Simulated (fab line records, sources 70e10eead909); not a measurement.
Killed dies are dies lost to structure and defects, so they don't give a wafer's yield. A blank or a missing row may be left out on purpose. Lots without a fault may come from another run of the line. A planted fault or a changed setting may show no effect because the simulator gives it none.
Which tool did it? | flow nand_harc | 14 lots, 42 wafers sampled, at 5 steps of a route of 1302

WHAT THE GAUGES READ, wafer by wafer
NHARC_A_ONON_D2_THK_MEAS_27: measures by ellipsometry.
lot  | measured     | on            | thk_nm (nm)
L948 | day 13 02:25 | film_metro-02 | 981 983 980
L950 | day 13 17:29 | film_metro-01 | 1010 1011 1010
L953 | day 15 01:59 | film_metro-02 | 1009 1008 1010
L952 | day 15 01:59 | film_metro-01 | 989 987 988
L954 | day 15 21:45 | film_metro-02 | 1002 1003 1003
L955 | day 16 11:08 | film_metro-01 | 999 1002 1000
L958 | day 16 17:26 | film_metro-01 | 496 498 498
L960 | day 17 09:04 | film_metro-01 | 998 500 996
L965 | day 19 23:35 | film_metro-02 | 992 992 994
L967 | day 20 10:15 | film_metro-01 | 1030 1032 1031
L966 | day 20 10:13 | film_metro-02 | 988 985 988
L968 | day 21 19:59 | film_metro-01 | 998 998 999
L970 | day 22 17:36 | film_metro-01 | 983 984 983
L971 | day 22 17:36 | film_metro-01 | 1007 1008 1008

NHARC_END_SORT_01.
lot  | measured     | on        | killed_at_array | killed_at_other | killed_at_periphery | killed_dies | killed_open | killed_short
L958 | day 28 19:38 | prober-02 | 671 673 675     | 1 1 1           | 5 3 1               | 677 677 677 | 5 3 1       | 5 5 2
L960 | day 28 22:02 | prober-01 | 62 673 59       | 0 0 0           | 4 4 3               | 66 677 62   | 3 5 4       | 1 2 2

WHICH TOOL RAN EACH LOT (tool, then ch and the chambers of the sampled wafers, then the start)
lot  | NHARC_A_CHANNEL_FILL_D1_ETCHBACK_08           | NHARC_A_ONON_D2_DEP_25           | NHARC_A_CHANNEL_HOLE_D2_DEP_01
L948 | rie_diel-07 ch 1,2,3, day 13 01:59 or earlier | pecvd_onon-03 ch 0, day 13 01:59 | pecvd-01 ch 0,1, day 13 05:37
L950 | rie_diel-01 ch 1,3, day 13 16:58 or earlier   | pecvd_onon-03 ch 0, day 13 16:58 | pecvd-03 ch 0,1, day 14 00:01
L953 | rie_diel-01 ch 2,3, day 15 01:32 or earlier   | pecvd_onon-03 ch 0, day 15 01:32 | pecvd-01 ch 1,2, day 15 06:30
L952 | rie_diel-07 ch 2,3, day 15 01:28 or earlier   | pecvd_onon-02 ch 0, day 15 01:28 | pecvd-03 ch 0,2, day 15 06:25
L954 | rie_diel-07 ch 0,1, day 15 21:15 or earlier   | pecvd_onon-03 ch 0, day 15 21:15 | pecvd-02 ch 0,1,2, day 16 00:55
L955 | rie_diel-07 ch 0,2, day 16 10:37 or earlier   | pecvd_onon-01 ch 0, day 16 10:37 | pecvd-02 ch 0,1,2, day 16 14:24
L958 | rie_diel-01 ch 0,1,2, day 16 16:56 or earlier | pecvd_onon-03 ch 0, day 16 16:56 | -
L960 | rie_diel-04 ch 2,3, day 17 08:44 or earlier   | pecvd_onon-03 ch 0, day 17 08:44 | pecvd-02 ch 0,2, day 17 12:17
L965 | rie_diel-07 ch 0,2,3, day 19 23:05 or earlier | pecvd_onon-02 ch 0, day 19 23:05 | pecvd-02 ch 0,1, day 20 04:23
L967 | rie_diel-04 ch 0,1,2, day 20 09:44 or earlier | pecvd_onon-01 ch 0, day 20 09:44 | pecvd-03 ch 0,2, day 20 18:35
L966 | rie_diel-01 ch 1,3, day 20 09:50 or earlier   | pecvd_onon-03 ch 0, day 20 09:50 | pecvd-02 ch 0,1, day 20 18:38
L968 | rie_diel-04 ch 0,1,2, day 21 19:28 or earlier | pecvd_onon-01 ch 0, day 21 19:28 | pecvd-02 ch 0,2, day 21 23:16
L970 | rie_diel-07 ch 1,2,3, day 22 17:10 or earlier | pecvd_onon-02 ch 0, day 22 17:10 | pecvd-02 ch 0,1,2, day 22 21:28
L971 | rie_diel-01 ch 0,1,3, day 22 17:09 or earlier | pecvd_onon-03 ch 0, day 22 17:09 | pecvd-03 ch 1,2, day 22 20:43
- NHARC_A_CHANNEL_FILL_D1_ETCHBACK_08: etches the open film in C4F8, target depth 220 nm, time 110 s.
- NHARC_A_ONON_D2_DEP_25: target thk 1000 nm.
- NHARC_A_CHANNEL_HOLE_D2_DEP_01: deposits SiON, target thk 140 nm.

WHAT THE TOOLS THEMSELVES READ (means of the sampled wafers that have a number; where no wafer has one, the mark that the record gives instead)
NHARC_A_CHANNEL_FILL_D1_ETCHBACK_08.
lot  | tool        | oes_product_au (a.u.) | rf_vpp_V (V)
L948 | rie_diel-07 | 0.93                  | 441.5
L950 | rie_diel-01 | 1.01                  | 442.8
L953 | rie_diel-01 | 0.94                  | 440.6
L952 | rie_diel-07 | 0.93                  | 438.6
L954 | rie_diel-07 | 0.99                  | 440.1
L955 | rie_diel-07 | 1.00                  | 440.2
L958 | rie_diel-01 | 0.93                  | 440.2
L960 | rie_diel-04 | 0.92                  | 438.3
L965 | rie_diel-07 | 0.92                  | 438.2
L967 | rie_diel-04 | 0.93                  | 439.7
L966 | rie_diel-01 | 0.98                  | 441.6
L968 | rie_diel-04 | 0.94                  | 440.1
L970 | rie_diel-07 | 0.92                  | 441.6
L971 | rie_diel-01 | 0.93                  | 442.3

NHARC_A_CHANNEL_HOLE_D2_DEP_01.
lot  | tool     | heater_power_w (W)
L948 | pecvd-01 | 696
L950 | pecvd-03 | 587
L953 | pecvd-01 | 733
L952 | pecvd-03 | 727
L954 | pecvd-02 | 778
L955 | pecvd-02 | 772
L960 | pecvd-02 | 828
L965 | pecvd-02 | 720
L967 | pecvd-03 | 692
L966 | pecvd-02 | 756
L968 | pecvd-02 | 797
L970 | pecvd-02 | 766
L971 | pecvd-03 | 714

THE ANSWER, worked out from the rows above alone
Rule: what is usual is taken from the lots themselves. Put in order of their means at a reading, lots are off if they are a third of the lots or fewer, leave a main group of 4 or more, and stand apart from it by a gap of 3 or more times the standard deviation of the main group's means; of several such gaps the widest counts. A main group whose means are all the same, to the digits that the tables above print for the reading, isn't used. A lot without any number at a reading at which 4 lots or more have one is off too. The other lots that the step has rows for count as sound. The gauges are gone through in route order, then the tools' own readings, and for those a lot's mean is taken as printed above. The first step at which some lot is off is used, and at that step the reading that is off furthest; a lot without a number counts as furthest.
Off: L958, L960, at NHARC_A_ONON_D2_THK_MEAS_27 (thk_nm). The main group: mean 999 nm, standard deviation 14.
A tool fits if, at a process step before that reading, it ran every lot that is off, and no sound lot after the first of them. The gauges at NHARC_A_ONON_D2_THK_MEAS_27 are tried like those tools. NHARC_A_CHANNEL_FILL_D1_ETCHBACK_08 gives no start for some lots, so the hours and the order of its lots are those of NHARC_A_ONON_D2_DEP_25. None of those tried fits.

WHAT THE SIMULATOR HAD PUT IN
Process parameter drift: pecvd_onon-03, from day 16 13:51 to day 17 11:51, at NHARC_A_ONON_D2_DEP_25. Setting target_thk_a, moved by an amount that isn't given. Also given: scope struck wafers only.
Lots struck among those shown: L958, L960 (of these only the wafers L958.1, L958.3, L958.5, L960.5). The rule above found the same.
